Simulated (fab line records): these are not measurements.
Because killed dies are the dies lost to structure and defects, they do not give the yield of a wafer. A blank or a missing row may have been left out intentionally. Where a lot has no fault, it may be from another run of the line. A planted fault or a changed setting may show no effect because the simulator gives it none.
Which tool was responsible?    flow n5Finfet    24 lots with 72 wafers sampled at 6 steps, on a route of 1938 steps

## WHAT THE GAUGES SHOWED, per wafer
Not one reading of a measure or inspect step in the record can be checked against a usual standard deviation.

## WHICH TOOL RAN EACH LOT (tool, then ch and the chambers of the sampled wafers, then the start)
lot   N5_BEOL_M0_STRIP_142               N5_BEOL_M0_PRE_CLEAN_113     N5_BEOL_M0_SURFACE_TREAT_137  N5_BEOL_M1_VIA_ETCH_34             N5_BEOL_M1_ANNEAL_49         N5_BEOL_M1_ANNEAL_80
L074  rieDiel-04 ch 0,2,3, day 5 18:39   pvdSputter-03, day 5 20:50   pvdSputter-03, day 5 21:13    rieDiel-05 ch 0,2, day 6 03:43     pvdSputter-01, day 6 05:13   pvdSputter-01, day 6 05:26
L075  rieDiel-03 ch 1,2,3, day 6 07:52   pvdSputter-02, day 6 08:58   pvdSputter-01, day 6 09:19    rieDiel-05 ch 1,2, day 6 18:48     pvdSputter-02, day 6 20:25   pvdSputter-02, day 6 20:38
L077  rieDiel-03 ch 1,2, day 6 15:16     pvdSputter-02, day 6 16:25   pvdSputter-03, day 6 16:43    rieDiel-05 ch 0,1, day 6 21:47     pvdSputter-02, day 6 23:13   pvdSputter-02, day 6 23:26
L076  rieDiel-01 ch 0,2, day 6 15:17     pvdSputter-01, day 6 16:27   pvdSputter-02, day 6 16:49    rieDiel-02 ch 1,2, day 7 09:04     pvdSputter-03, day 7 10:43   pvdSputter-03, day 7 10:56
L078  rieDiel-04 ch 0,1,3, day 6 18:42   pvdSputter-02, day 6 19:41   pvdSputter-02, day 6 20:13    rieDiel-05 ch 1,2,3, day 7 09:59   pvdSputter-03, day 7 12:43   pvdSputter-03, day 7 12:56
L079  rieDiel-01 ch 1,2,3, day 6 23:47   pvdSputter-01, day 7 00:44   pvdSputter-01, day 7 01:01    rieDiel-06 ch 0,3, day 7 14:02     pvdSputter-03, day 7 15:19   pvdSputter-03, day 7 15:32
L080  rieDiel-04 ch 0,2,3, day 7 06:02   pvdSputter-01, day 7 07:24   pvdSputter-03, day 7 09:08    rieDiel-02 ch 0,1, day 7 15:09     pvdSputter-02, day 7 16:17   pvdSputter-02, day 7 16:31
L081  rieDiel-04 ch 0,1,2, day 8 03:35   pvdSputter-03, day 8 05:31   pvdSputter-02, day 8 05:52    rieDiel-05 ch 0,1,2, day 8 19:22   pvdSputter-03, day 8 20:27   pvdSputter-03, day 8 20:40
L084  rieDiel-04 ch 0,2,3, day 8 17:39   pvdSputter-02, day 8 18:05   pvdSputter-03, day 8 18:25    rieDiel-02 ch 0,1,3, day 8 22:51   pvdSputter-02, day 9 00:09   pvdSputter-02, day 9 00:22
L083  rieDiel-01 ch 0,3, day 8 20:02     pvdSputter-02, day 8 20:41   pvdSputter-02, day 8 21:11    rieDiel-02 ch 1,3, day 9 03:52     pvdSputter-02, day 9 05:08   pvdSputter-02, day 9 05:22
L082  rieDiel-03 ch 2,3, day 8 20:25     pvdSputter-02, day 8 20:49   pvdSputter-02, day 8 21:13    rieDiel-06 ch 2,3, day 9 07:35     pvdSputter-01, day 9 09:25   pvdSputter-01, day 9 09:38
L085  rieDiel-03 ch 0,2,3, day 9 02:10   pvdSputter-03, day 9 02:41   pvdSputter-02, day 9 02:59    rieDiel-06 ch 0,1,2, day 9 11:11   pvdSputter-01, day 9 12:59   pvdSputter-01, day 9 13:13
L086  rieDiel-03 ch 0,2,3, day 9 07:13   pvdSputter-03, day 9 08:01   pvdSputter-03, day 9 08:31    rieDiel-06 ch 1,3, day 9 15:22     pvdSputter-02, day 9 17:02   pvdSputter-02, day 9 17:15
L087  rieDiel-04 ch 1,3, day 9 12:50     pvdSputter-02, day 9 13:43   pvdSputter-03, day 9 14:05    rieDiel-06 ch 0,1,3, day 9 18:35   pvdSputter-02, day 9 20:43   pvdSputter-02, day 9 20:56
L088  rieDiel-04 ch 0,2, day 9 15:43     pvdSputter-01, day 9 16:41   pvdSputter-03, day 9 16:59    rieDiel-02 ch 0,1,3, day 10 01:11  pvdSputter-03, day 10 03:01  pvdSputter-03, day 10 03:14
L089  rieDiel-04 ch 0,1,3, day 9 22:05   pvdSputter-02, day 9 22:52   pvdSputter-01, day 9 23:14    rieDiel-02 ch 1,3, day 10 04:56    pvdSputter-03, day 10 06:51  pvdSputter-03, day 10 07:04
L090  rieDiel-03 ch 0,1,2, day 10 08:11  pvdSputter-02, day 10 09:10  pvdSputter-02, day 10 09:27   rieDiel-02 ch 0,1,3, day 10 16:14  pvdSputter-02, day 10 18:04  pvdSputter-02, day 10 18:17
L091  rieDiel-03 ch 0,2,3, day 10 16:29  pvdSputter-01, day 10 17:16  pvdSputter-01, day 10 17:38   rieDiel-05 ch 0,1,2, day 11 06:47  pvdSputter-03, day 11 08:06  pvdSputter-03, day 11 08:19
L092  rieDiel-04 ch 0,1,3, day 10 16:50  pvdSputter-02, day 10 17:28  pvdSputter-02, day 10 17:47   rieDiel-02 ch 0,2,3, day 11 01:43  pvdSputter-02, day 11 03:08  pvdSputter-02, day 11 03:21
L093  rieDiel-03 ch 2,3, day 10 21:26    pvdSputter-01, day 10 21:52  pvdSputter-01, day 11 00:07   rieDiel-05 ch 1,2, day 11 07:10    pvdSputter-02, day 11 09:55  pvdSputter-02, day 11 10:08
L094  rieDiel-01 ch 0,2,3, day 11 02:16  pvdSputter-02, day 11 02:43  pvdSputter-02, day 11 03:01   rieDiel-02 ch 0,3, day 11 12:20    pvdSputter-01, day 11 13:49  pvdSputter-01, day 11 14:02
L095  rieDiel-04 ch 1,2, day 11 07:16    pvdSputter-03, day 11 07:40  pvdSputter-03, day 11 07:59   rieDiel-02 ch 1,2,3, day 12 00:31  pvdSputter-01, day 12 02:10  pvdSputter-01, day 12 02:23
L096  rieDiel-03 ch 1,2,3, day 11 14:53  pvdSputter-01, day 11 15:53  pvdSputter-02, day 11 16:18   rieDiel-06 ch 1,2, day 12 00:47    pvdSputter-01, day 12 04:00  pvdSputter-01, day 12 04:13
L097  rieDiel-04 ch 2,3, day 11 18:38    pvdSputter-02, day 11 19:07  pvdSputter-01, day 11 19:29   rieDiel-06 ch 1,2,3, day 12 05:46  pvdSputter-02, day 12 07:14  pvdSputter-02, day 12 07:27
- N5_BEOL_M0_STRIP_142: strips in N2/H2, time 10 s.
- N5_BEOL_M0_PRE_CLEAN_113: time 30 s.
- N5_BEOL_M0_SURFACE_TREAT_137
- N5_BEOL_M1_VIA_ETCH_34: etches the open film in C4F6/O2, target depth 67.8 nm, time 64.4 s.
- N5_BEOL_M1_ANNEAL_49: time 240 s.
- N5_BEOL_M1_ANNEAL_80: time 240 s.

## AS READ BY THE TOOLS THEMSELVES (means over the sampled wafers that have a number; for cases with no such wafer, the mark the record gives instead)
N5_BEOL_M0_STRIP_142. Usual: drypumpMotorCurrentA 5.8 A, standard deviation 0.39; oesProductAu 0.77 a.u., standard deviation 0.099; rfVppV 59.2 V, standard deviation 0.85; showerheadPlenumPTorr 2.55 Torr, standard deviation 0.063; throttleValvePct 23.80 %, standard deviation 0.18.
lot   tool        drypumpMotorCurrentA (A)  oesProductAu (a.u.)  rfVppV (V)  showerheadPlenumPTorr (Torr)  throttleValvePct (%)  flag
L074  rieDiel-04  5.6                       0.72                 58.7        2.52                          23.87                 
L075  rieDiel-03  6.0                       0.71                 59.0        2.52                          23.84                 
L077  rieDiel-03  5.9                       0.72                 59.1        2.53                          23.88                 
L076  rieDiel-01  6.3                       0.87                 59.1        2.65                          23.68                 
L078  rieDiel-04  5.7                       0.73                 59.5        2.56                          23.93                 
L079  rieDiel-01  6.2                       0.79                 59.9        2.55                          23.82                 
L080  rieDiel-04  5.5                       0.71                 59.1        2.51                          23.89                 
L081  rieDiel-04  5.4                       0.73                 59.4        2.56                          23.93                 
L084  rieDiel-04  5.5                       0.80                 59.1        2.51                          23.79                 
L083  rieDiel-01  6.2                       0.86                 59.4        2.61                          23.77                 
L082  rieDiel-03  6.0                       0.70                 58.5        2.51                          23.69                 
L085  rieDiel-03  5.8                       0.69                 59.7        2.55                          23.68                 
L086  rieDiel-03  5.8                       0.68                 59.2        2.55                          23.68                 
L087  rieDiel-04  5.8                       0.82                 59.7        2.60                          23.93                 
L088  rieDiel-04  5.2                       0.71                 59.2        2.51                          23.90                 
L089  rieDiel-04  5.7                       0.80                 58.5        2.55                          23.86                 
L090  rieDiel-03  5.8                       0.77                 58.7        2.54                          23.75                 
L091  rieDiel-03  5.8                       0.80                 58.7        2.54                          23.59                 
L092  rieDiel-04  5.7                       0.79                 59.1        2.55                          23.87                 
L093  rieDiel-03  5.9                       0.79                 59.2        2.51                          23.63                 
L094  rieDiel-01  6.2                       0.80                 59.2        2.59                          23.76                 
L095  rieDiel-04  5.5                       0.73                 58.8        2.60                          24.03                 
L096  rieDiel-03  6.0                       0.85                 59.6        2.50                          23.65                 
L097  rieDiel-04  5.7                       0.83                 60.2        2.49                          23.76                 

N5_BEOL_M0_PRE_CLEAN_113. Usual: heaterPowerW reads 328 W (standard deviation 24).
lot   tool           heaterPowerW (W)  flag
L074  pvdSputter-03  302               
L075  pvdSputter-02  349               
L077  pvdSputter-02  329               
L076  pvdSputter-01  300               
L078  pvdSputter-02  341               
L079  pvdSputter-01  326               
L080  pvdSputter-01  311               
L081  pvdSputter-03  316               
L084  pvdSputter-02  349               
L083  pvdSputter-02  334               
L082  pvdSputter-02  338               
L085  pvdSputter-03  308               
L086  pvdSputter-03  308               
L087  pvdSputter-02  341               
L088  pvdSputter-01  306               
L089  pvdSputter-02  348               
L090  pvdSputter-02  336               
L091  pvdSputter-01  300               
L092  pvdSputter-02  345               
L093  pvdSputter-01  321               
L094  pvdSputter-02  348               
L095  pvdSputter-03  307               
L096  pvdSputter-01  331               
L097  pvdSputter-02  342               

N5_BEOL_M1_VIA_ETCH_34. Usual: drypumpMotorCurrentA 5.7 A, standard deviation 0.49; oes_f_703_au 0.81 a.u., standard deviation 0.078; oesProductAu 0.80 a.u., standard deviation 0.082; rfVppV 662 V, standard deviation 4.3; showerheadPlenumPTorr 2.87 Torr, standard deviation 0.1; throttleValvePct 30.78 %, standard deviation 0.25.
lot   tool        drypumpMotorCurrentA (A)  oes_f_703_au (a.u.)  oesProductAu (a.u.)  rfVppV (V)  showerheadPlenumPTorr (Torr)  throttleValvePct (%)  flag
L074  rieDiel-05  5.5                       0.75                 0.74                 669         2.83                          30.91                 
L075  rieDiel-05  5.5                       0.77                 0.76                 666         2.88                          31.07                 
L077  rieDiel-05  5.7                       0.73                 0.71                 665         2.85                          30.72                 
L076  rieDiel-02  5.4                       0.77                 0.77                 659         2.88                          30.68                 
L078  rieDiel-05  5.6                       0.73                 0.73                 662         2.83                          31.03                 
L079  rieDiel-06  6.0                       0.86                 0.85                 660         2.85                          30.49                 
L080  rieDiel-02  5.2                       0.89                 0.89                 659         3.00                          30.93                 
L081  rieDiel-05  5.6                       0.83                 0.83                 666         2.86                          30.83                 
L084  rieDiel-02  5.7                       0.87                 0.87                 662         2.95                          30.73                 
L083  rieDiel-02  6.2                       0.87                 0.88                 665         2.91                          30.52                 
L082  rieDiel-06  6.5                       0.81                 0.81                 660         2.79                          30.78                 
L085  rieDiel-06  5.9                       0.78                 0.78                 665         2.82                          30.72                 
L086  rieDiel-06  6.2                       0.79                 0.79                 658         2.74                          30.75                 
L087  rieDiel-06  5.9                       0.79                 0.79                 660         2.79                          30.66                 
L088  rieDiel-02  5.7                       0.84                 0.84                 662         2.95                          30.76                 
L089  rieDiel-02  5.9                       0.79                 0.79                 662         2.92                          30.64                 
L090  rieDiel-02  5.8                       0.84                 0.84                 662         2.95                          30.74                 
L091  rieDiel-05  5.6                       0.79                 0.79                 665         2.85                          30.86                 
L092  rieDiel-02  5.6                       0.86                 0.86                 661         2.89                          30.70                 
L093  rieDiel-05  5.5                       0.74                 0.72                 665         2.86                          31.11                 
L094  rieDiel-02  5.6                       0.88                 0.88                 660         2.97                          30.87                 
L095  rieDiel-02  5.7                       0.79                 0.80                 661         2.85                          30.60                 
L096  rieDiel-06  6.2                       0.74                 0.74                 666         2.80                          30.91                 
L097  rieDiel-06  6.2                       0.76                 0.75                 663         2.77                          30.84                 

N5_BEOL_M1_ANNEAL_49. Usual: heaterPowerW reads 823 W (standard deviation 58).
lot   tool           heaterPowerW (W)  flag
L074  pvdSputter-01  843               
L075  pvdSputter-02  826               
L077  pvdSputter-02  839               
L076  pvdSputter-03  756               
L078  pvdSputter-03  808               
L079  pvdSputter-03  750               
L080  pvdSputter-02  848               
L081  pvdSputter-03  788               
L084  pvdSputter-02  819               
L083  pvdSputter-02  841               
L082  pvdSputter-01  777               
L085  pvdSputter-01  716               
L086  pvdSputter-02  861               
L087  pvdSputter-02  839               
L088  pvdSputter-03  769               
L089  pvdSputter-03  786               
L090  pvdSputter-02  871               
L091  pvdSputter-03  845               
L092  pvdSputter-02  862               
L093  pvdSputter-02  839               
L094  pvdSputter-01  812               
L095  pvdSputter-01  741               
L096  pvdSputter-01  781               
L097  pvdSputter-02  853               

N5_BEOL_M1_ANNEAL_80. Usual: heaterPowerW reads 822 W (standard deviation 59).
lot   tool           heaterPowerW (W)  flag
L074  pvdSputter-01  849               
L075  pvdSputter-02  844               
L077  pvdSputter-02  820               
L076  pvdSputter-03  761               
L078  pvdSputter-03  821               
L079  pvdSputter-03  741               
L080  pvdSputter-02  842               
L081  pvdSputter-03  785               
L084  pvdSputter-02  832               
L083  pvdSputter-02  848               
L082  pvdSputter-01  776               
L085  pvdSputter-01  701               
L086  pvdSputter-02  870               
L087  pvdSputter-02  841               
L088  pvdSputter-03  759               
L089  pvdSputter-03  785               
L090  pvdSputter-02  857               
L091  pvdSputter-03  844               
L092  pvdSputter-02  853               
L093  pvdSputter-02  824               
L094  pvdSputter-01  805               
L095  pvdSputter-01  746               
L096  pvdSputter-01  749               
L097  pvdSputter-02  844               

## THE ANSWER, worked out from the rows above alone
Rule: a lot is off if the mean of its wafers that have a number lies more than 3 standard deviations from the usual mean. A lot without any number at a reading at which 4 lots or more have one is off too. Any other lot the step has rows for is counted as sound. Order of review: gauges by route order, followed by the tools' own readings, for which a lot's mean as printed above is used. The first step at which some lot is off is used, and at that step the reading that is off furthest; a lot without a number counts as furthest.
No lot is off on any of the readings shown, so nothing can be concluded from this.

## WHAT THE SIMULATOR HAD INSERTED
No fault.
